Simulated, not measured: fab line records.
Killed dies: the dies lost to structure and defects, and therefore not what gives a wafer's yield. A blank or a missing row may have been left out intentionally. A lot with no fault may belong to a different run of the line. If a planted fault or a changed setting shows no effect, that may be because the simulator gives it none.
Chamber matching / flow n5_finfet / 4 sister chambers for N5_BEOL_M11_DESCUM_33 on rie_diel-04
The step chemistry O2, time 7.9 s. 4 wafers are shown with their chamber, then 8 later ones without.

== EACH WAFER AND ITS CHAMBER ==
wafer=L081.3; chamber=2; showerhead_plenum_p_Torr (Torr)=2.21
wafer=L081.5; chamber=3; showerhead_plenum_p_Torr (Torr)=1.98
wafer=L081.6; chamber=0; showerhead_plenum_p_Torr (Torr)=2.05
wafer=L078.1; chamber=1; showerhead_plenum_p_Torr (Torr)=2.12

== WAFERS WHOSE CHAMBER IS MISSING ==
wafer=L078.2; showerhead_plenum_p_Torr (Torr)=2.21
wafer=L078.5; showerhead_plenum_p_Torr (Torr)=2.12
wafer=L088.2; showerhead_plenum_p_Torr (Torr)=2.12
wafer=L088.3; showerhead_plenum_p_Torr (Torr)=2.20
wafer=L088.5; showerhead_plenum_p_Torr (Torr)=2.20
wafer=L094.3; showerhead_plenum_p_Torr (Torr)=2.24
wafer=L094.4; showerhead_plenum_p_Torr (Torr)=2.11
wafer=L094.5; showerhead_plenum_p_Torr (Torr)=2.11

== CHAMBER TAKEN BY EACH ==
wafer=L078.2; from the rows above=2; in truth=2
wafer=L078.5; from the rows above=1; in truth=1
wafer=L088.2; from the rows above=1; in truth=1
wafer=L088.3; from the rows above=2; in truth=2
wafer=L088.5; from the rows above=2; in truth=2
wafer=L094.3; from the rows above=2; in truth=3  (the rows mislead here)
wafer=L094.4; from the rows above=1; in truth=1
wafer=L094.5; from the rows above=1; in truth=1
Correct placement for 7 of the 8. Number that these rows cannot place: 0. Placed wrongly: 1.
How it was worked out, from the rows above alone: a wafer's distance from a chamber is the root of the sum, over the readings, of the square of ((its reading less the chamber's mean) divided by the reading's scatter). If the next closest chamber is less than 2 further off than the closest, the wafer can't be placed; otherwise it belongs to the closest. The mean given for a chamber averages the wafers shown for that chamber. The scatter (one wafer shown for each chamber): square how far every hidden wafer sits from the nearest shown wafer, average those squares and take the square root.
